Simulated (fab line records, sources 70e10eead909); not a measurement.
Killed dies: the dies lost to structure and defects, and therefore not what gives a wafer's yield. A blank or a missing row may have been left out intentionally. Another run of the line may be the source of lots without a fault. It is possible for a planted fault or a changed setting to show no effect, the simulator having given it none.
What tool caused it? + flow nand-harc + 14 lots with 42 wafers sampled at 3 steps, on a route of 1159 steps

== WHAT EACH GAUGE READ, for each wafer ==
NHARC_P_BONDPAD_THK_MEAS_33: measures by ellipsometry. Usual: thk-nm 199.8 nm, standard deviation 1.6.
| lot  | measured     | on            | thk-nm (nm)       | flag |
|------|--------------|---------------|-------------------|------|
| L480 | day 6 10:51  | film-metro-02 | 199.8 202.7 199.1 |      |
| L481 | day 6 22:24  | film-metro-01 | 199.4 201.7 201.2 |      |
| L483 | day 7 08:10  | film-metro-02 | 200.5 203.9 200.4 |      |
| L487 | day 7 16:41  | film-metro-01 | 199.7 198.4 200.0 |      |
| L490 | day 8 18:26  | film-metro-01 | 201.7 199.3 199.8 |      |
| L491 | day 9 01:34  | film-metro-02 | 200.0 201.8 201.2 |      |
| L494 | day 9 14:34  | film-metro-02 | 199.5 201.4 200.4 |      |
| L493 | day 9 17:05  | film-metro-02 | 201.5 201.4 202.7 |      |
| L495 | day 10 01:58 | film-metro-01 | 200.5 198.3 198.9 |      |
| L496 | day 10 03:05 | film-metro-01 | 202.7 199.2 199.6 |      |
| L497 | day 10 09:53 | film-metro-01 | 197.0 196.4 198.4 |      |
| L499 | day 11 00:07 | film-metro-01 | 198.1 198.4 198.2 |      |
| L501 | day 11 16:28 | film-metro-01 | 201.0 197.2 199.9 |      |
| L502 | day 11 17:47 | film-metro-02 | 197.7 200.7 197.8 |      |

NHARC_P_BONDPAD_THK_MEAS_20: measures by xrf. Usual: thk-nm 160.7 nm, standard deviation 1.3.
| lot  | measured     | on            | thk-nm (nm)       | flag |
|------|--------------|---------------|-------------------|------|
| L480 | day 6 14:02  | film-metro-01 | 160.9 160.1 159.8 |      |
| L481 | day 7 01:50  | film-metro-01 | 159.3 160.3 161.4 |      |
| L483 | day 7 11:14  | film-metro-02 | 158.5 160.1 160.4 |      |
| L487 | day 7 20:04  | film-metro-02 | 163.2 161.7 159.9 |      |
| L490 | day 8 21:35  | film-metro-01 | 161.4 161.6 161.9 |      |
| L491 | day 9 04:40  | film-metro-02 | 160.5 161.0 161.2 |      |
| L494 | day 9 17:33  | film-metro-01 | 160.7 159.6 162.2 |      |
| L493 | day 9 20:11  | film-metro-02 | 163.5 162.5 160.1 |      |
| L495 | day 10 05:13 | film-metro-02 | 160.1 160.3 160.5 |      |
| L496 | day 10 06:05 | film-metro-01 | 158.5 162.1 158.7 |      |
| L497 | day 10 13:08 | film-metro-01 | 159.8 161.5 157.9 |      |
| L499 | day 11 03:34 | film-metro-02 | 159.0 159.9 161.0 |      |
| L501 | day 11 19:37 | film-metro-01 | 161.3 160.6 159.9 |      |
| L502 | day 11 20:55 | film-metro-02 | 160.8 159.3 162.5 |      |

== WHICH TOOL RAN EACH LOT (tool, then ch and the chambers of the sampled wafers, then the start) ==
| lot  | NHARC_P_M2_PVD_20                       |
|------|-----------------------------------------|
| L480 | pvd-sputter-01, day 6 10:51 or earlier  |
| L481 | pvd-sputter-01, day 6 22:24 or earlier  |
| L483 | pvd-sputter-03, day 7 08:10 or earlier  |
| L487 | pvd-sputter-02, day 7 16:41 or earlier  |
| L490 | pvd-sputter-03, day 8 18:26 or earlier  |
| L491 | pvd-sputter-03, day 9 01:34 or earlier  |
| L494 | pvd-sputter-01, day 9 14:34 or earlier  |
| L493 | pvd-sputter-03, day 9 17:05 or earlier  |
| L495 | pvd-sputter-01, day 10 01:58 or earlier |
| L496 | pvd-sputter-03, day 10 03:05 or earlier |
| L497 | pvd-sputter-01, day 10 09:53 or earlier |
| L499 | pvd-sputter-01, day 11 00:07 or earlier |
| L501 | pvd-sputter-01, day 11 16:28 or earlier |
| L502 | pvd-sputter-01, day 11 17:47 or earlier |
- NHARC_P_M2_PVD_20: deposits TaN, target thk 5 nm, time 8.06 s.

== AS READ BY THE TOOLS THEMSELVES (means over the sampled wafers that have a number; for cases with no such wafer, the mark the record gives instead) ==
NHARC_P_M2_PVD_20. Usual: throttle-valve-pct 30.1 %, standard deviation 0.98.
| lot  | tool           | throttle-valve-pct (%) | flag |
|------|----------------|------------------------|------|
| L480 | pvd-sputter-01 | 30.1                   |      |
| L481 | pvd-sputter-01 | 30.1                   |      |
| L483 | pvd-sputter-03 | 29.9                   |      |
| L487 | pvd-sputter-02 | 29.8                   |      |
| L490 | pvd-sputter-03 | 29.8                   |      |
| L491 | pvd-sputter-03 | 29.5                   |      |
| L494 | pvd-sputter-01 | 30.7                   |      |
| L493 | pvd-sputter-03 | 29.4                   |      |
| L495 | pvd-sputter-01 | 30.7                   |      |
| L496 | pvd-sputter-03 | 29.7                   |      |
| L497 | pvd-sputter-01 | 29.8                   |      |
| L499 | pvd-sputter-01 | 30.7                   |      |
| L501 | pvd-sputter-01 | 29.9                   |      |
| L502 | pvd-sputter-01 | 29.8                   |      |

== THE ANSWER, worked out from the rows above alone ==
Rule: lot off if the mean of its wafers having a number is beyond 3 standard deviations from the usual mean. A lot without any number at a reading at which 4 lots or more have one is off too. The other lots that the step has rows for count as sound. After the gauges, taken in route order, come the tools' own readings; for these a lot's mean is taken, as printed above. At the first step where some lot is off, the reading lying furthest off is the one used; lots without a number count as furthest.
None of the lots is off at any reading shown; this tells nothing.

== WHAT THE SIMULATOR HAD PUT IN ==
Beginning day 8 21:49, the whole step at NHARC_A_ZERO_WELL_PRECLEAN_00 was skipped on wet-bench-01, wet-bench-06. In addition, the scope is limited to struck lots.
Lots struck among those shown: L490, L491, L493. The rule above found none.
